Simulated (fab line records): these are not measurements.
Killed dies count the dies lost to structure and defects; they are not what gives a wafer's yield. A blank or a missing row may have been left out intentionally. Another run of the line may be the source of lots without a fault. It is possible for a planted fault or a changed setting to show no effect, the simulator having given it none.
Which tool was responsible?	flow n5 finfet	Sampling: 23 lots, 69 wafers, 4 of 1938 route steps

== WHAT THE GAUGES READ, wafer by wafer ==
N5_BEOL_M6_INSPECT_30: inspects for defects (brightfield).
lot	measured	on	raw defect count
L074	day 8 04:04	defect inspect-02	510 456 508
L075	day 8 19:30	defect inspect-01	435 289 296
L078	day 9 02:08	defect inspect-01	568 258 333
L077	day 9 08:26	defect inspect-01	437 250 408
L076	day 9 08:29	defect inspect-01	685 571 500
L079	day 9 10:53	defect inspect-01	351 320 278
L080	day 9 21:21	defect inspect-02	349 402 504
L081	day 10 06:49	defect inspect-01	445 598 383
L083	day 10 10:15	defect inspect-02	407 434 381
L082	day 10 13:45	defect inspect-01	591 381 406
L084	day 10 16:25	defect inspect-02	442 614 722
L086	day 11 19:54	defect inspect-01	396 517 389
L087	day 11 20:04	defect inspect-02	394 283 349
L088	day 11 21:51	defect inspect-02	370 295 330
L089	day 12 00:13	defect inspect-01	215 368 287
L090	day 12 15:43	defect inspect-01	333 365 337
L092	day 12 22:28	defect inspect-01	361 518 531
L091	day 12 22:43	defect inspect-01	302 287 288
L093	day 13 07:03	defect inspect-01	628 367 360
L095	day 13 21:56	defect inspect-01	209 270 206
L094	day 14 02:29	defect inspect-01	295 437 377
L096	day 14 02:31	defect inspect-01	349 398 387
L097	day 14 19:37	defect inspect-02	265 383 343

== TOOL THAT RAN EACH LOT (tool first, then ch and the chambers of the sampled wafers, then the start) ==
lot	N5_BEOL_M5_DEP_56	N5_BEOL_M6_DESCUM_16	N5_BEOL_M6_ETCH_62
L074	pecvd-01 ch 0,1,2, day 8 00:59	rie diel-06 ch 0,1,3, day 8 02:49	rie diel-06 ch 0,1,3, day 8 02:54
L075	pecvd-01 ch 0,1,2, day 8 14:44	rie diel-02 ch 0,1,2, day 8 16:49	rie diel-02 ch 0,1,2, day 8 16:54
L078	pecvd-04 ch 1,2, day 8 22:44	rie diel-01 ch 0,2,3, day 9 01:07	rie diel-01 ch 0,2,3, day 9 01:12
L077	pecvd-01 ch 0,1,2, day 9 02:32	rie diel-01 ch 0,1,3, day 9 06:10	rie diel-01 ch 0,1,3, day 9 06:16
L076	pecvd-01 ch 0,1,2, day 9 03:19	rie diel-06 ch 2,3, day 9 06:16	rie diel-06 ch 2,3, day 9 06:22
L079	pecvd-04 ch 0,1,2, day 9 06:46	rie diel-01 ch 1,2,3, day 9 10:01	rie diel-01 ch 1,2,3, day 9 10:06
L080	pecvd-04 ch 0,1, day 9 18:02	rie diel-01 ch 0,1,2, day 9 19:41	rie diel-01 ch 0,1,2, day 9 19:46
L081	pecvd-01 ch 0,1, day 10 03:44	rie diel-02 ch 0,2,3, day 10 05:44	rie diel-02 ch 0,2,3, day 10 05:50
L083	pecvd-04 ch 0,1, day 10 06:57	rie diel-02 ch 1,3, day 10 08:25	rie diel-02 ch 1,3, day 10 08:31
L082	pecvd-01 ch 0,1, day 10 08:40	rie diel-02 ch 0,1,2, day 10 12:51	rie diel-02 ch 0,1,2, day 10 12:56
L084	pecvd-01 ch 0,1, day 10 11:47	rie diel-01 ch 0,1,2, day 10 15:14	rie diel-01 ch 0,1,2, day 10 15:19
L086	pecvd-04 ch 0,1, day 11 13:17	rie diel-02 ch 0,1,3, day 11 16:28	rie diel-02 ch 0,1,3, day 11 16:34
L087	pecvd-01 ch 0,1,2, day 11 14:55	rie diel-06 ch 0,1,3, day 11 16:42	rie diel-06 ch 0,1,3, day 11 16:47
L088	pecvd-03 ch 0,1,2, day 11 17:41	rie diel-06 ch 0,1,3, day 11 20:52	rie diel-06 ch 0,1,3, day 11 20:57
L089	pecvd-01 ch 1,2, day 11 21:39	rie diel-02 ch 0,1,3, day 11 23:14	rie diel-02 ch 0,1,3, day 11 23:20
L090	pecvd-04 ch 0,1, day 12 10:32	rie diel-02 ch 2,3, day 12 12:22	rie diel-02 ch 2,3, day 12 12:27
L092	pecvd-03 ch 0,1,2, day 12 17:33	rie diel-01 ch 1,3, day 12 21:07	rie diel-01 ch 1,3, day 12 21:12
L091	pecvd-03 ch 0,1,2, day 12 18:31	rie diel-02 ch 0,2, day 12 21:46	rie diel-02 ch 0,2, day 12 21:52
L093	pecvd-01 ch 1,2, day 13 02:49	rie diel-01 ch 0,1,2, day 13 05:46	rie diel-01 ch 0,1,2, day 13 05:52
L095	pecvd-04 ch 0,1,2, day 13 14:13	rie diel-01 ch 0,1,3, day 13 16:05	rie diel-01 ch 0,1,3, day 13 16:10
L094	pecvd-03 ch 0,1,2, day 13 21:32	rie diel-06 ch 0,1,3, day 13 22:57	rie diel-06 ch 0,1,3, day 13 23:03
L096	pecvd-04 ch 0,1, day 13 23:47	rie diel-02 ch 1,3, day 14 01:14	rie diel-02 ch 1,3, day 14 01:19
L097	pecvd-01 ch 0,1, day 14 16:10	rie diel-02 ch 0,2,3, day 14 18:10	rie diel-02 ch 0,2,3, day 14 18:15
- N5_BEOL_M5_DEP_56: deposits SiCN from 3MS/NH3, target thk 8 nm, time 14 s.
- N5_BEOL_M6_DESCUM_16: chemistry O2, time 7.9 s.
- N5_BEOL_M6_ETCH_62: etches SOC in N2/H2, target depth 110 nm, overetch 22 nm, time 165 s.

== WHAT THE TOOLS THEMSELVES READ (means of the sampled wafers that have a number; where no wafer has one, the mark that the record gives instead) ==
N5_BEOL_M5_DEP_56.
lot	tool	chamber pressure Torr (Torr)	showerhead plenum p Torr (Torr)	throttle valve pct (%)
L074	pecvd-01	2.997	3.654	9.0
L075	pecvd-01	3.001	3.660	9.0
L078	pecvd-04	3.004	3.667	10.0
L077	pecvd-01	3.001	3.661	9.0
L076	pecvd-01	2.998	3.652	8.9
L079	pecvd-04	2.999	3.665	9.5
L080	pecvd-04	3.004	3.661	10.0
L081	pecvd-01	2.998	3.662	9.5
L083	pecvd-04	2.997	3.666	9.9
L082	pecvd-01	3.002	3.657	9.5
L084	pecvd-01	3.002	3.651	9.3
L086	pecvd-04	2.997	3.667	10.0
L087	pecvd-01	3.002	3.660	9.3
L088	pecvd-03	2.997	3.676	9.4
L089	pecvd-01	2.996	3.655	9.3
L090	pecvd-04	2.996	3.661	10.1
L092	pecvd-03	3.000	3.674	9.3
L091	pecvd-03	3.002	3.674	9.4
L093	pecvd-01	2.992	3.655	8.7
L095	pecvd-04	2.997	3.660	9.1
L094	pecvd-03	2.998	3.681	9.4
L096	pecvd-04	2.998	3.660	9.8
L097	pecvd-01	2.999	3.655	9.7

N5_BEOL_M6_DESCUM_16.
lot	tool	drypump motor current A (A)	oes product au (a.u.)	rf vpp V (V)	showerhead plenum p Torr (Torr)	throttle valve pct (%)
L074	rie diel-06	5.8	0.87	243.7	2.10	20.27
L075	rie diel-02	5.9	0.85	243.0	2.13	20.33
L078	rie diel-01	5.4	0.85	243.5	2.07	20.21
L077	rie diel-01	5.0	0.77	242.4	2.03	20.48
L076	rie diel-06	5.6	0.77	242.8	2.06	20.62
L079	rie diel-01	5.5	0.84	243.3	2.06	20.50
L080	rie diel-01	5.3	0.78	242.7	2.07	20.50
L081	rie diel-02	5.8	0.89	243.2	2.13	20.34
L083	rie diel-02	6.2	0.87	242.3	2.03	20.33
L082	rie diel-02	5.9	0.83	243.4	2.13	20.35
L084	rie diel-01	5.3	0.78	243.4	2.07	20.52
L086	rie diel-02	6.0	0.83	242.6	2.09	20.37
L087	rie diel-06	5.9	0.84	243.2	2.09	20.32
L088	rie diel-06	5.9	0.83	243.7	2.09	20.32
L089	rie diel-02	6.0	0.83	242.9	2.09	20.39
L090	rie diel-02	5.9	0.86	244.0	2.10	20.35
L092	rie diel-01	5.3	0.79	241.7	2.02	20.54
L091	rie diel-02	5.6	0.83	245.5	2.19	20.42
L093	rie diel-01	5.3	0.75	243.2	2.06	20.55
L095	rie diel-01	5.0	0.74	240.8	2.02	20.55
L094	rie diel-06	5.8	0.81	243.4	2.08	20.34
L096	rie diel-02	6.2	0.83	241.5	2.02	20.36
L097	rie diel-02	5.8	0.83	243.4	2.12	20.41

N5_BEOL_M6_ETCH_62.
lot	tool	drypump motor current A (A)	oes product au (a.u.)	rf vpp V (V)	showerhead plenum p Torr (Torr)	throttle valve pct (%)
L074	rie diel-06	5.9	0.73	524.0	2.55	17.63
L075	rie diel-02	5.9	0.72	525.1	2.59	17.73
L078	rie diel-01	5.4	0.72	524.6	2.53	17.68
L077	rie diel-01	5.0	0.66	521.4	2.48	17.93
L076	rie diel-06	5.6	0.65	522.5	2.51	18.08
L079	rie diel-01	5.5	0.71	522.5	2.50	17.89
L080	rie diel-01	5.3	0.67	523.5	2.52	17.95
L081	rie diel-02	5.8	0.75	524.9	2.59	17.74
L083	rie diel-02	6.2	0.73	521.4	2.46	17.64
L082	rie diel-02	5.9	0.70	524.7	2.58	17.75
L084	rie diel-01	5.3	0.66	523.2	2.52	17.97
L086	rie diel-02	6.0	0.71	523.0	2.53	17.72
L087	rie diel-06	5.9	0.70	524.4	2.54	17.66
L088	rie diel-06	5.9	0.69	523.3	2.54	17.68
L089	rie diel-02	6.0	0.70	523.5	2.53	17.74
L090	rie diel-02	5.9	0.72	523.8	2.55	17.78
L092	rie diel-01	5.3	0.67	520.4	2.44	17.93
L091	rie diel-02	5.6	0.70	526.8	2.66	17.85
L093	rie diel-01	5.3	0.64	523.6	2.51	18.01
L095	rie diel-01	5.0	0.64	521.8	2.46	18.01
L094	rie diel-06	5.9	0.68	523.0	2.53	17.70
L096	rie diel-02	6.2	0.70	521.3	2.45	17.69
L097	rie diel-02	5.8	0.70	525.0	2.58	17.81

== THE ANSWER, worked out from the rows above alone ==
Rule: the usual values come from the lots themselves. Put in order of their means at a reading, lots are off if they are a third of the lots or fewer, leave a main group of 4 or more, and stand apart from it by a gap of 3 or more times the standard deviation of the main group's means; of several such gaps the widest counts. A main group whose means are all the same, to the digits that the tables above print for the reading, isn't used. Also off: a lot with no number at a reading for which 4 or more lots have one. Any other lot the step has rows for is counted as sound. First the gauges in route order, then the tools' own readings, where a lot's mean is used as printed above. At the first step where some lot is off, the reading lying furthest off is the one used; lots without a number count as furthest.
None of the lots is off at any reading shown; this tells nothing.

== WHAT WAS PUT IN BY THE SIMULATOR ==
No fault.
